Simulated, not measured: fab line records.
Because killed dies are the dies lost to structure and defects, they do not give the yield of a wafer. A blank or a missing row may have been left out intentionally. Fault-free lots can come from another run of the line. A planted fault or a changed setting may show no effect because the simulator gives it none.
Lot-split experiment ; flow n5Finfet ; 21 wafers read from 7 lots, route of 1938 steps

== THE SPLIT ==
At N5_FIN_SAQP_ETCH_52 (etches SOC in N2/H2, target depth 100 nm, overetch 20 nm, time 150 s), the setting sourceW was moved away from the recipe's 840 W on 7 of the 21 wafers read, by -14.8% to +13.1%. All remaining wafers had this setting at the recipe value.

Reading taken at the split's own step.

== THE READING ==
rfVppV, in V, at N5_FIN_SAQP_ETCH_52 (etches SOC in N2/H2, target depth 100 nm, overetch 20 nm, time 150 s). A value of 524.1 V with a standard deviation of 2.5 V is what fault-free wafers of this fab line usually give.

wafer;tool, chamber at the split;sourceW as run, W;against the recipe;rfVppV, V;against lot-mates on the recipe
L077.1;rieDiel-03, 1;840;recipe;525.1;-
L077.4;rieDiel-03, 3;840;recipe;525.3;-
L077.6;rieDiel-03, 2;840;recipe;522.7;-
L080.2;rieDiel-02, 2;949.8;+13.1%;501.9;no lot-mate on the recipe
L080.5;rieDiel-02, 3;949.8;+13.1%;505.4;no lot-mate on the recipe
L080.6;rieDiel-02, 2;949.8;+13.1%;500.8;no lot-mate on the recipe
L082.4;rieDiel-04, 1;840;recipe;527.6;-
L082.5;rieDiel-04, 0;771.7;-8.1%;535.0;+9.8
L082.6;rieDiel-04, 3;840;recipe;522.7;-
L089.2;rieDiel-04, 3;941.5;+12.1%;501.2;-25.0
L089.3;rieDiel-04, 1;840;recipe;526.2;-
L089.5;rieDiel-04, 2;941.5;+12.1%;505.1;-21.1
L090.3;rieDiel-02, 2;840;recipe;519.9;-
L090.5;rieDiel-02, 0;840;recipe;526.4;-
L090.6;rieDiel-02, 1;840;recipe;520.1;-
L092.1;rieDiel-02, 0;715.7;-14.8%;553.8;+33.0
L092.4;rieDiel-02, 2;840;recipe;521.4;-
L092.5;rieDiel-02, 1;840;recipe;520.3;-
L096.3;rieDiel-03, 2;840;recipe;522.5;-
L096.5;rieDiel-03, 2;840;recipe;523.2;-
L096.6;rieDiel-03, 3;840;recipe;525.9;-

THE FIT
A straight line over all 21 wafers: rfVppV changes by -1.71 V for each +1% of sourceW; r = -0.98; the points scatter about the line by 2.7 V.
The same after taking each lot's own level away (the mean of its wafers on the recipe; 18 wafers): -1.95 V for each +1%; r = -0.98; scatter 2.6 V.
Per that fit: largest sourceW move, reading shift of 29 V.
The lots' own levels span 520.85 to 526.20 V, that is 2.1 times the standard deviation above.
In other words, the slope is changed by the lot-to-lot level; the two fits disagree.
Check: with one of the wafers moved furthest among these (-14.8%) left out of the fit, the line predicts +25.5 V for it against its lot-mates. It came out at +33 V against them.
Tool readings at the split's step, against how far the setting was moved: rfVppV r = -0.98.

== THE FILE'S OWN FIT ==
rfVppV changes by -1.96 V for each +1% of sourceW, r = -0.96.
